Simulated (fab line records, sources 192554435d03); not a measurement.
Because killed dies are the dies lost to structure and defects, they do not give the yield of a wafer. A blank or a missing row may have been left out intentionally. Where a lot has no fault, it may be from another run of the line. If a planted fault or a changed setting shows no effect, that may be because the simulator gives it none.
Lot-split experiment | flow n5 finfet | route with 1938 steps; 7 lots, 21 wafers read

## ON THE SPLIT
At N5_HKMG_FIN_COAT_30 (time 60 s, resist thk 35 nm), the setting spin rpm was moved away from the recipe's 1500 rpm on 5 of the 21 wafers read, by -8.5% to +8.5%. For the rest of the wafers, this setting stayed at what the recipe calls for.

Reading taken at the split's own step.

## THE READING
SiARC_of_HKMG_FIN_COAT_30.thk nm (the simulator's own value, which no gauge read), in nm, at N5_HKMG_FIN_COAT_30 (time 60 s, resist thk 35 nm). The file gives no usual value for it. Across the 16 wafers here that went through the recipe, the average is 35.0 nm and the standard deviation 0.078 nm.

wafer  | tool, chamber at the split | spin rpm as run, rpm | against the recipe | SiARC_of_HKMG_FIN_COAT_30.thk nm, nm | against lot-mates on the recipe
L076.1 | litho track-05, 0          | 1373                 | -8.5%              | 36.6                                 | +1.6
L076.4 | litho track-05, 0          | 1500                 | recipe             | 35                                   | -
L076.5 | litho track-05, 0          | 1500                 | recipe             | 35                                   | -
L075.2 | litho track-01, 0          | 1627                 | +8.5%              | 33.6                                 | -1.4
L075.3 | litho track-01, 0          | 1500                 | recipe             | 35                                   | -
L075.4 | litho track-01, 0          | 1500                 | recipe             | 35                                   | -
L078.1 | litho track-01, 0          | 1500                 | recipe             | 35                                   | -
L078.4 | litho track-01, 0          | 1500                 | recipe             | 35                                   | -
L078.6 | litho track-01, 0          | 1500                 | recipe             | 35                                   | -
L084.1 | litho track-02, 0          | 1500                 | recipe             | 35.2                                 | -
L084.2 | litho track-02, 0          | 1500                 | recipe             | 35.2                                 | -
L084.5 | litho track-02, 0          | 1500                 | recipe             | 35.2                                 | -
L090.1 | litho track-01, 0          | 1500                 | recipe             | 35                                   | -
L090.4 | litho track-01, 0          | 1500                 | recipe             | 35                                   | -
L090.2 | litho track-01, 0          | 1548                 | +3.2%              | 34.4                                 | -0.6
L094.1 | litho track-01, 0          | 1415                 | -5.7%              | 36.2                                 | +1.2
L094.3 | litho track-01, 0          | 1500                 | recipe             | 35                                   | -
L094.5 | litho track-01, 0          | 1415                 | -5.7%              | 35.8                                 | +0.8
L095.1 | litho track-02, 0          | 1500                 | recipe             | 35                                   | -
L095.2 | litho track-02, 0          | 1500                 | recipe             | 35                                   | -
L095.6 | litho track-02, 0          | 1500                 | recipe             | 35                                   | -

THE FIT
A straight line over all 21 wafers: SiARC_of_HKMG_FIN_COAT_30.thk nm changes by -0.176 nm for each +1% of spin rpm; r = -0.99; the points scatter about the line by 0.1 nm.
The same after taking each lot's own level away (the mean of its wafers on the recipe; 21 wafers): -0.177 nm for each +1%; r = -0.99; scatter 0.073 nm.
According to that fit, moving spin rpm by its largest amount changes the reading by 1.5 nm.
The span of the lots' own levels, 35.00 to 35.20 nm, comes to 2.6 times the standard deviation stated above.
The two slopes are in agreement: the lot-to-lot level therefore moves the slope only a little.
Check: for one of the wafers moved furthest among these (-8.5%), held out of the fit, the line's prediction against its lot-mates is +1.46 nm. Against them it came out at +1.6 nm.

## THESE WAFERS: OTHER SPLITS
These wafers also went through other splits before the reading. Each is held against what the fit with the lots' levels taken away leaves over:
other split on the same wafers     | wafers away from the commonest value | r with SiARC_of_HKMG_FIN_COAT_30.thk nm (lot level and that fit taken away)
N5_SD_EPI_P_PEB_07 peb time s      | 8                                    | +0.25
N5_SD_EPI_P_ETCH_16 target depth a | 7                                    | -0.02
N5_SDB_COAT_05 spin rpm            | 4                                    | -0.16

## FILE'S OWN FIT
SiARC_of_HKMG_FIN_COAT_30.thk nm changes by -0.178 nm for each +1% of spin rpm, r = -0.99.
